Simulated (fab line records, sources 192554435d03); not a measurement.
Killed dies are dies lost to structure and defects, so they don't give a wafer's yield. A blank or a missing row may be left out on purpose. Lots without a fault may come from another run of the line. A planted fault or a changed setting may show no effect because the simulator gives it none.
fab line records | flow n5_finfet
record lots=9 wafers=27 last_day=19
route steps=1938 shown SD_EPI_N@274 SD_EPI_P@308 BEOL_M4@1111 PASSIVATION@1936
lots that met no fault: from a run of the same line without faults
start_h: hours from the record's first day to the start of the lot's first wafer shown | wait_h: hours since the lot's step before | " the same as in the row above | L1.1+2: a row that stands for several wafers | - no value, or no start given | * or withheld: withheld | < > ~ a bound
route shown NAME@n: a module of which the file shows steps, and the number in the route of the first | usual: mean/standard deviation of fault-free wafers | same: alike in all rows | chamber/n: place in a boat | sites: the reading at each site | _std_site: their standard deviation | _edge_site: outer sites' mean less inner sites' | radius_mm: how far each site lies from the wafer's centre | mask NAME#n: copy n | behind: the tool/chamber that last shaped the wafer | hold: why the lot was held/for how many hours/how that ended | device: the transistor (n, p or np) that didn't switch | end of line: the same wafers' tests at the end of the route | a step without rows: its recipe alone | killed: dies lost to structure and defects at the first sort, not the wafer's yield | map: a wafer's dies, x killed, . not, _ none there
set.NAME: the setting as run; set.NAME@STEP: as run at that earlier step | model.NAME: the simulator's own value behind a step, which no gauge read
steps of the route over a sample of lots; a table a step, a row a wafer
services: from which hour (start_h, from the record's first day; less than 0 if before it) a tool's chamber was out of use, for how many hours, and why
## steps
# step N5_SD_EPI_N_ETCH_34
# recipe chemistry=CF4 target=SiARC target_depth_a=455 mask_material=CAR-ArF-block time_s=75.8 ion_energy_ev=80 pressure_mtorr=40 source_w=545 bias_w=36 Ar_flow_sccm=100 cf4_flow_sccm=100 ends=cleared
# usual bias_w=36.01/0.1 cf4_flow_sccm=100.0/0.31 drypump_motor_current_A=5.8/0.4 etch_rf_on_time_s=76.4/1.6 oes_product_au=0.65/0.077 rf_vpp_V=184.2/1.2 showerhead_plenum_p_Torr=2.16/0.072 throttle_valve_pct=15.66/0.24
# columns lot.wafer tool chamber start_h wait_h bias_w cf4_flow_sccm drypump_motor_current_A etch_rf_on_time_s oes_product_au rf_hours_counter_h rf_vpp_V showerhead_plenum_p_Torr throttle_valve_pct
L560.1 rie_diel-03 0 57.48 0.0 36.09 99.9 6.2 78.0 0.63 146 184.9 2.24 15.79
L560.2 " 3 " " 36.07 99.6 5.1 79.0 0.61 187 182.9 2.05 15.91
L560.5 " 2 " " 36.16 100.0 5.2 77.0 0.60 - 183.1 2.13 15.84
L562.1 rie_diel-03 0 66.26 0.0 35.92 100.0 6.2 75.9 0.63 150 185.8 2.23 15.79
L562.2 " 1 " " 35.95 100.2 6.1 76.3 0.60 229 184.1 2.13 15.49
L562.5 " 1 " " 36.04 99.8 6.1 75.8 0.60 - 183.0 2.13 15.50
L563.1 rie_diel-05 3 74.38 0.0 36.04 100.1 6.1 74.7 0.64 174 184.1 2.05 15.59
L563.3 " 2 " " 35.97 100.2 6.2 77.6 0.64 141 183.7 2.22 15.73
L563.6 " 1 " " 36.00 99.9 5.5 79.3 0.59 - 183.2 2.13 15.79
L571.1 rie_diel-03 2 125.07 0.0 36.03 100.1 5.2 74.9 0.60 225 184.1 2.12 15.90
L571.2 " 1 " " 35.83 100.0 6.1 76.0 0.59 256 183.2 2.12 15.55
L571.6 " 2 " " 36.02 99.7 5.2 74.6 0.60 - 184.6 2.12 15.90
L572.4 rie_diel-05 0 128.96 0.0 35.96 99.7 6.1 75.6 0.60 228 182.8 2.03 15.58
L572.5 " 1 " " 36.01 100.0 5.5 80.6 0.57 - 184.5 2.12 15.84
L572.6 " 0 " " 36.01 99.7 6.1 75.2 0.60 - 183.0 2.03 15.59
L575.1 rie_diel-01 0 143.90 0.0 36.02 100.3 5.1 77.5 0.69 85 184.3 2.25 15.53
L575.2 " 2 " " 35.92 100.5 5.5 76.3 0.77 27 182.2 2.18 15.34
L575.5 " 0 " " 36.07 99.7 5.2 78.1 0.68 - 186.3 2.25 15.55
L578.3 rie_diel-01 3 167.80 0.0 35.98 100.0 5.7 76.9 0.80 6 186.5 2.29 15.85
L578.5 " 3 " " 36.00 99.8 5.7 76.5 0.81 - 185.0 2.30 15.85
L578.6 " 0 " " 36.11 99.6 5.1 77.2 0.67 - 184.1 2.24 15.58
L579.1 rie_diel-01 1 170.11 0.0 35.80 99.5 6.1 73.6 0.77 36 185.1 2.17 15.27
L579.4 " 2 " " 35.97 99.7 5.5 77.0 0.75 40 184.4 2.17 15.36
L579.5 " 2 " " 36.07 99.6 5.5 76.7 0.75 - 185.6 2.17 15.36
L580.2 rie_diel-01 1 183.09 0.0 35.96 99.9 6.1 74.2 0.76 40 184.4 2.17 15.30
L580.3 " 3 " " 35.81 100.1 5.7 76.8 0.78 11 185.7 2.29 15.86
L580.6 " 0 " " 36.20 100.0 5.1 77.3 0.66 - 185.7 2.24 15.59
# step N5_SD_EPI_N_EPI_MEAS_23
# recipe mode=xrd
# usual thk_nm=58.7/1.1
# columns lot.wafer tool chamber start_h wait_h thk_nm
L560.1 film_metro-01 - 60.84 1.4 57.3
L560.2 " - " " 55.9
L560.5 " - " " 58.4
L562.1 film_metro-01 - 70.40 1.9 61.1
L562.2 " - " " 60.4
L562.5 " - " " 58.3
L563.1 film_metro-01 - 78.48 1.9 57.2
L563.3 " - " " 57.3
L563.6 " - " " 57.8
L571.1 film_metro-01 - 128.42 1.4 59.0
L571.2 " - " " 58.1
L571.6 " - " " 60.3
L572.4 film_metro-01 - 132.55 0.6 59.5
L572.5 " - " " 58.7
L572.6 " - " " 58.9
L575.1 film_metro-02 - 148.23 1.9 58.9
L575.2 " - " " 58.9
L575.5 " - " " 57.7
L578.3 film_metro-02 - 171.90 1.2 59.9
L578.5 " - " " 58.7
L578.6 " - " " 59.8
L579.1 film_metro-01 - 173.47 1.4 59.7
L579.4 " - " " 58.5
L579.5 " - " " 57.5
L580.2 film_metro-02 - 186.65 1.2 59.1
L580.3 " - " " 57.5
L580.6 " - " " 60.4
# step N5_SD_EPI_N_LINER_46
# recipe material=SiNx target_thk_a=30 temp_c=400 ald_precursor_family=SiH2I2 ald_co_reactant=N2/H2-plasma pressure_torr=2
# usual chamber_pressure_Torr=2.000/0.0043 heater_power_w=871/68
# columns lot.wafer tool chamber start_h wait_h chamber_pressure_Torr heater_power_w
L560.1 ald_sin-02 2 61.15 0.2 2.001 906
L560.2 " 1 " " 2.001 909
L560.5 " 2 " " 2.003 870
L562.1 ald_sin-04 0 70.83 0.3 2.000 976
L562.2 " 2 " " 2.000 932
L562.5 " 2 " " 1.999 949
L563.1 ald_sin-03 2 78.96 0.2 2.002 848
L563.3 " 0 " " 2.000 799
L563.6 " 3 " " 1.998 801
L571.1 ald_sin-02 2 128.73 0.2 1.993 884
L571.2 " 3 " " 1.997 864
L571.6 " 0 " " 1.998 824
L572.4 ald_sin-02 3 132.96 0.2 1.998 883
L572.5 " 2 " " 2.000 856
L572.6 " 1 " " 2.000 923
L575.1 ald_sin-02 0 148.53 0.2 2.001 844
L575.2 " 1 " " 2.002 917
L575.5 " 2 " " 1.999 875
L578.3 ald_sin-04 3 172.42 0.2 1.998 723
L578.5 " 2 " " 1.989 949
L578.6 " 3 " " 1.998 718
L579.1 ald_sin-04 0 173.95 0.3 1.995 1008
L579.4 " 2 " " 2.006 943
L579.5 " 1 " " 1.993 968
L580.2 ald_sin-02 3 187.96 1.2 1.997 879
L580.3 " 1 " " 2.000 908
L580.6 " 2 " " 1.997 910
# step N5_SD_EPI_P_ETCH_37
# recipe chemistry=N2/H2 target=SOC overetch_a=1080 mask_material=SiARC temp_c=40 ion_energy_ev=100 source_w=3000 bias_w=133 pressure_mtorr=20 time_s=486 n2_flow_sccm=200 h2_flow_sccm=200 ends=end_point
# usual bias_w=133.0/0.39 chamber_pressure_mTorr=19.998/0.019 drypump_motor_current_A=5.5/0.5 oes_product_au=0.70/0.059 rf_vpp_V=241.1/1.1 showerhead_plenum_p_Torr=2.58/0.061 throttle_valve_pct=23.95/0.26
# columns lot.wafer tool chamber start_h wait_h bias_w chamber_pressure_mTorr drypump_motor_current_A oes_product_au rf_hours_counter_h rf_vpp_V showerhead_plenum_p_Torr throttle_valve_pct
L560.1 rie_diel-02 0 61.98 0.0 132.7 20.021 5.3 0.66 169 240.3 2.54 24.39
L560.2 " 3 " " 133.2 19.990 5.0 0.70 131 242.6 2.68 23.77
L560.5 " 0 " " 132.6 19.999 5.3 0.66 - 240.2 2.54 24.38
L562.1 rie_diel-06 2 71.53 0.0 133.5 20.001 5.8 0.70 128 242.4 2.54 24.22
L562.2 " 1 " " 133.0 19.990 5.5 0.70 141 241.9 2.65 23.98
L562.5 " 3 " " 133.2 20.005 6.3 0.62 - 239.8 2.52 24.19
L563.1 rie_diel-02 3 79.79 0.0 132.2 20.014 5.0 0.71 138 242.2 2.67 23.79
L563.3 " 2 " " 133.4 19.990 6.4 0.63 236 242.5 2.61 23.87
L563.6 " 1 " " 133.3 20.005 5.8 0.73 - 242.0 2.56 23.98
L571.1 rie_diel-02 2 129.99 0.0 - - - - - - - -
L571.2 " 3 " " - - - - - - - -
L571.6 " 3 " " - - - - - - - -
L572.4 rie_diel-04 2 133.95 0.2 - - - - - - - -
L572.5 " 1 " " - - - - - - - -
L572.6 " 0 " " - - - - - - - -
L575.1 rie_diel-02 0 149.24 0.0 131.9 19.997 5.3 0.65 196 240.5 2.52 24.43
L575.2 " 3 " " 132.8 19.983 4.9 0.68 159 241.4 2.66 23.80
L575.5 " 3 " " 133.0 19.984 5.0 0.68 - 241.7 2.66 23.81
L578.3 rie_diel-02 1 173.29 0.0 133.3 20.004 5.8 0.71 140 240.3 2.55 23.99
L578.5 " 3 " " 132.4 20.013 5.0 0.68 - 242.4 2.66 23.84
L578.6 " 0 " " 133.6 19.979 5.3 0.63 - 238.6 2.52 24.42
L579.1 rie_diel-02 2 174.66 0.0 132.4 20.003 6.4 0.85 5 241.9 2.60 23.72
L579.4 " 3 " " 132.9 19.925 4.9 0.68 167 242.7 2.66 23.83
L579.5 " 3 " " 132.9 19.964 5.0 0.67 - 241.5 2.66 23.83
L580.2 rie_diel-02 2 188.79 0.0 133.1 19.995 6.4 0.85 8 242.6 2.60 23.74
L580.3 " 0 " " 132.9 20.004 5.3 0.64 207 238.7 2.52 24.43
L580.6 " 3 " " 132.3 19.997 5.0 0.68 - 241.0 2.66 23.82
# step N5_SD_EPI_P_ETCHBACK_46
# recipe chemistry=CH3F/O2 mode=anisotropic_etchback target=SiNx target_depth_a=175 stop_on=SiO2 over_etch_frac=0.3 ion_energy_ev=120 pressure_mtorr=30 source_w=395 bias_w=73 Ar_flow_sccm=150 CH3F_flow_sccm=30 O2_flow_sccm=20
# usual drypump_motor_current_A=5.5/0.5 oes_product_au=0.67/0.056 rf_vpp_V=298/4.1 showerhead_plenum_p_Torr=2.03/0.051 throttle_valve_pct=16.36/0.16
# columns lot.wafer tool chamber start_h wait_h drypump_motor_current_A oes_product_au rf_hours_counter_h rf_vpp_V showerhead_plenum_p_Torr throttle_valve_pct
L560.1 rie_diel-02 0 62.30 0.0 5.3 0.63 169 296 1.99 16.49
L560.2 " 3 " " 5.0 0.67 131 300 2.10 16.20
L560.5 " 0 " " 5.3 0.63 - 295 1.99 16.47
L562.1 rie_diel-06 2 71.85 0.0 5.8 0.67 128 300 2.00 16.51
L562.2 " 1 " " 5.5 0.66 141 295 2.09 16.51
L562.5 " 3 " " 6.3 0.59 - 296 1.98 16.52
L563.1 rie_diel-02 3 80.11 0.0 5.0 0.66 138 300 2.10 16.23
L563.3 " 2 " " 6.3 0.60 236 299 2.07 16.66
L563.6 " 1 " " 5.7 0.69 - 294 2.00 16.17
L571.1 rie_diel-02 2 130.31 0.0 6.3 0.27 250 298 2.07 16.66
L571.2 " 3 " " 5.0 0.29 153 301 2.10 16.20
L571.6 " 3 " " 5.0 0.29 - 299 2.10 16.19
L572.4 rie_diel-04 2 134.17 0.1 5.0 0.33 - 308 1.95 16.35
L572.5 " 1 " " 6.1 0.29 - 297 2.09 16.25
L572.6 " 0 " " 5.1 0.30 - 294 2.02 16.23
L575.1 rie_diel-02 0 149.56 0.0 5.3 0.61 196 295 1.98 16.56
L575.2 " 3 " " 5.0 0.65 159 300 2.09 16.24
L575.5 " 3 " " 4.9 0.65 - 301 2.09 16.24
L578.3 rie_diel-02 1 173.62 0.0 5.8 0.67 140 295 1.99 16.21
L578.5 " 3 " " 5.0 0.65 - 301 2.09 16.27
L578.6 " 0 " " 5.3 0.61 - 294 1.98 16.54
L579.1 rie_diel-02 2 174.98 0.0 6.4 0.82 5 299 2.07 16.29
L579.4 " 3 " " 5.0 0.65 167 299 2.09 16.25
L579.5 " 3 " " 5.0 0.65 - 300 2.09 16.27
L580.2 rie_diel-02 2 189.11 0.0 6.4 0.80 8 301 2.07 16.30
L580.3 " 0 " " 5.3 0.60 207 293 1.97 16.56
L580.6 " 3 " " 5.0 0.65 - 301 2.09 16.28
# step N5_BEOL_M4_RC_MEAS_101
# usual DIBL_N=36.3/2.2 DIBL_P=36.0/2.4 IOFF_N=0.16/0.042 IOFF_P=0.22/0.041 ION_N=672/14 ION_P=462/7.9 SS_N=71.7/0.76 SS_P=73.3/0.72 VT_N=250/3.6 VT_P=-249/3
# columns lot.wafer tool chamber start_h wait_h DIBL_N[mV/V] DIBL_P[mV/V] IOFF_N[nA/um] IOFF_P[nA/um] ION_N[uA/um] ION_P[uA/um] SS_N[mV/dec] SS_P[mV/dec] VT_N[mV] VT_P[mV]
L560.1 prober-02 0 175.75 0.0 37.1 36.6 0.18 0.24 673 467 71.0 73.4 251 -249
L560.2 " 0 " " 35.7 36.3 0.15 0.24 667 466 71.5 73.0 252 -246
L560.5 " 0 " " 38.0 37.9 0.20 0.27 679 463 72.0 73.9 244 -244
L562.1 prober-01 0 180.50 0.0 34.9 34.5 0.14 0.20 668 463 72.2 73.3 249 -248
L562.2 " 0 " " 34.7 34.2 0.14 0.20 670 463 71.0 73.2 249 -250
L562.5 " 0 " " 34.9 34.7 0.15 0.20 678 467 71.4 73.4 247 -246
L563.1 prober-02 0 191.97 0.0 37.0 38.2 0.18 0.25 675 465 72.0 74.1 248 -249
L563.3 " 0 " " 38.0 38.6 0.19 0.25 666 454 72.3 73.6 246 -251
L563.6 " 0 " " 37.0 37.7 0.17 0.24 676 470 72.0 73.1 247 -249
L575.1 prober-01 0 285.49 0.0 38.7 37.8 0.20 0.27 682 466 72.4 74.4 246 -247
L575.2 " 0 " " 36.1 35.1 0.13 0.21 671 471 70.9 72.9 253 -249
L575.5 " 0 " " 37.1 34.7 0.14 0.22 649 452 72.4 73.1 254 -250
L578.3 prober-01 0 313.19 0.3 37.3 39.3 0.20 0.30 689 482 70.9 74.7 244 -241
L578.5 " 0 " " 38.0 39.8 0.21 0.31 692 476 72.5 74.0 245 -244
L578.6 " 0 " " 33.8 34.4 0.12 0.19 661 460 70.5 72.2 252 -249
L579.1 prober-02 0 316.38 0.0 36.8 37.1 0.18 0.24 679 464 72.0 73.5 247 -248
L579.4 " 0 " " 36.5 38.0 0.20 0.26 706 483 71.7 73.3 243 -245
L579.5 " 0 " " 36.3 37.4 0.18 0.23 692 467 71.8 73.1 248 -246
L580.2 prober-01 0 342.46 0.6 33.2 34.8 0.14 0.19 674 468 70.5 72.9 251 -251
L580.3 " 0 " " 34.1 35.7 0.15 0.19 685 470 71.1 72.8 249 -251
L580.6 " 0 " " 33.4 34.9 0.14 0.20 672 465 71.2 72.7 250 -250
# step N5_PASSIVATION_PROBE_49
# usual killed_at_M0_to_M3=33/9.9 killed_at_M4_up=14/6.4 killed_at_contacts=12/7 killed_at_front_end=41/13 killed_at_other=3.1/2.9 killed_dies=103/20 killed_on_rim=13/4 killed_open=67/14 killed_short=34/9.4
# same gross_dies=1180 killed_at_back_side=0
# columns lot.wafer tool chamber start_h wait_h killed_at_M0_to_M3 killed_at_M4_up killed_at_contacts killed_at_front_end killed_at_other killed_dies killed_on_rim killed_open killed_short
L571.1 prober-01 - 345.45 0.0 17 29 13 1117 4 1180 152 71 25
L571.2 prober-01 - 345.50 0.1 46 29 29 1074 2 1180 152 123 34
L571.6 prober-01 - 345.70 0.3 32 25 21 1096 6 1180 152 74 28
L572.4 prober-02 - 351.55 0.2 40 17 17 1105 1 1180 152 78 30
L572.5 prober-02 - 351.60 0.2 35 11 32 1101 1 1180 152 72 30
L572.6 prober-02 - 351.65 0.3 43 10 12 1114 1 1180 152 59 30
L580.2 prober-01 - 467.45 0.1 25 24 6 73 1 129 13 89 40
L580.3 prober-01 - 467.50 0.1 36 29 7 42 0 114 18 92 21
L580.6 prober-01 - 467.65 0.3 43 19 5 53 0 120 13 92 28
# killed by level:class
L571.1 SD_EPI_P:area_etch=1083 BEOL_M4:geometric_particle:open=12 DUMMY_GATE:geometric_particle:open=7 MOL_CONTACT_COAG:geometric_particle:open=7 FIN_SAQP:geometric_particle:open=6 MOL_CONTACT_COAG:geometric_particle:short=5 BEOL_M2:geometric_particle:open=5 BEOL_M7:geometric_particle:open=5
L571.2 SD_EPI_P:area_etch=1021 MOL_CONTACT_COAG:geometric_particle:open=24 BEOL_M4:geometric_particle:open=16 BEOL_M1:geometric_particle:open=16 FIN_SAQP:geometric_particle:open=12 BEOL_M3:geometric_particle:open=12 STI_FIN_REVEAL:geometric_particle:open=9 DUMMY_GATE:geometric_particle:open=7
L571.6 SD_EPI_P:area_etch=1074 MOL_CONTACT_COAG:geometric_particle:open=17 BEOL_M4:geometric_particle:open=10 BEOL_M3:geometric_particle:open=9 BEOL_M2:geometric_particle:open=7 FIN_SAQP:geometric_particle:short=5 FIN_SAQP:geometric_particle:open=5 BEOL_M3:geometric_particle:short=5
L572.4 SD_EPI_P:area_etch=1072 MOL_CONTACT_COAG:geometric_particle:open=16 BEOL_M2:geometric_particle:open=13 BEOL_M4:geometric_particle:open=10 BEOL_M0_SAQP:geometric_particle:open=9 STARTING-WAFER:geometric_particle:short=6 FIN_SAQP:geometric_particle:short=5 BEOL_M0_SAQP:geometric_particle:short=5
L572.5 SD_EPI_P:area_etch=1077 MOL_CONTACT_COAG:geometric_particle:open=26 BEOL_M2:geometric_particle:open=9 BEOL_M0_SAQP:geometric_particle:short=8 MOL_CONTACT_COAG:geometric_particle:short=6 BEOL_M1:geometric_particle:open=5 FIN_SAQP:geometric_particle:short=4 BEOL_M0_SAQP:geometric_particle:open=4
L572.6 SD_EPI_P:area_etch=1090 BEOL_M1:geometric_particle:open=18 BEOL_M2:geometric_particle:open=9 FIN_SAQP:geometric_particle:open=7 FIN_SAQP:geometric_particle:short=7 BEOL_M0_SAQP:geometric_particle:short=7 MOL_CONTACT_COAG:geometric_particle:short=6 MOL_CONTACT_COAG:geometric_particle:open=6
L580.2 STI_FIN_REVEAL:geometric_particle:open=42 BEOL_M4:geometric_particle:open=12 STI_FIN_REVEAL:geometric_particle:short=7 GATE_CUT:geometric_particle:short=7 MOL_CONTACT_COAG:geometric_particle:open=6 BEOL_M1:geometric_particle:open=6 BEOL_M4:geometric_particle:short=6 BEOL_M5:geometric_particle:open=6
L580.3 STI_FIN_REVEAL:geometric_particle:open=24 BEOL_M3:geometric_particle:open=10 BEOL_M4:geometric_particle:open=10 BEOL_M5:geometric_particle:open=9 BEOL_M1:geometric_particle:open=7 MOL_CONTACT_COAG:geometric_particle:open=5 BEOL_M3:geometric_particle:short=5 BEOL_M6:geometric_particle:open=5
L580.6 STI_FIN_REVEAL:geometric_particle:open=31 BEOL_M0_SAQP:geometric_particle:open=14 BEOL_M4:geometric_particle:open=11 BEOL_M3:geometric_particle:open=10 BEOL_M0_SAQP:geometric_particle:short=8 STI_FIN_REVEAL:geometric_particle:short=4 BEOL_M3:geometric_particle:short=4 BEOL_M5:geometric_particle:open=4
## services
# columns tool chamber start_h hours kind
rie_diel-01 1 59.08 2.7 repair
ald_sin-04 3 60.60 13.3 repair
rie_diel-03 3 60.64 132.0 repair
rie_diel-01 1 67.45 - clean
rie_diel-01 1 67.45 - consumable_replace:focus_ring
rie_diel-01 1 67.45 16.1 scheduled_down
rie_diel-01 1 67.45 16.1 vent_cycle
rie_diel-04 2 77.28 6.0 repair
rie_diel-01 2 79.65 27.8 repair
ald_sin-04 - 87.53 14.0 pm
ald_sin-02 1 102.28 21.5 repair
ald_sin-03 1 116.87 3.1 repair
ald_sin-03 2 117.68 11.0 repair
rie_diel-02 2 131.19 - clean
rie_diel-02 2 131.19 - consumable_replace:focus_ring
rie_diel-02 2 131.19 24.2 scheduled_down
rie_diel-02 2 131.19 24.2 vent_cycle
rie_diel-04 3 133.61 22.5 repair
rie_diel-06 2 136.40 2.6 repair
ald_sin-02 0 138.03 2.0 repair
rie_diel-05 0 175.21 1.2 repair
ald_sin-03 - 176.75 14.0 pm
rie_diel-06 - 177.84 0.6 repair
rie_diel-04 0 185.19 4.0 repair
## key
first_sign step=N5_SD_EPI_P_ETCH_37 reading=tool_record direction=missing
effect step=N5_SD_EPI_P_ETCHBACK_46 reading=oes_product_au direction=down sigmas=6.7 usual=0.67 struck=0.29
effect step=N5_PASSIVATION_PROBE_49 reading=killed_at_front_end direction=up sigmas=81 usual=41 struck=1101
more_kills_born_at N5_SD_EPI_P_ETCH_37@rie_diel-04=3239 N5_SD_EPI_P_ETCH_37@rie_diel-02=3178
met_at N5_SD_EPI_P_ETCH_37
struck_lots L571,L572
later_rows_left_out L571.1,L571.2,L571.6,L572.4,L572.5,L572.6
tester_left_out L571,L572
not_acting_at N5_SD_EPI_N_ETCH_34,N5_SD_EPI_N_EPI_MEAS_23,N5_SD_EPI_N_LINER_46
onset_between 79.79 129.99
fault kind=skipped_step_whole tool=rie_diel-02,rie_diel-04 chamber=- onset_h=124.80 steps=N5_SD_EPI_P_ETCH_37 scope=struck_lots_only
# tester_left_out: of these lots the tester's yield and bins aren't shown, on N5 and GAA mostly nor the transistor test; their killed dies are dies lost to structure and defects alone, not to doping, threshold or leakage, so they don't give the yield
# later_rows_left_out: the simulator's readings of these wafers behind a module that went badly wrong aren't trusted and aren't shown, but for the sort
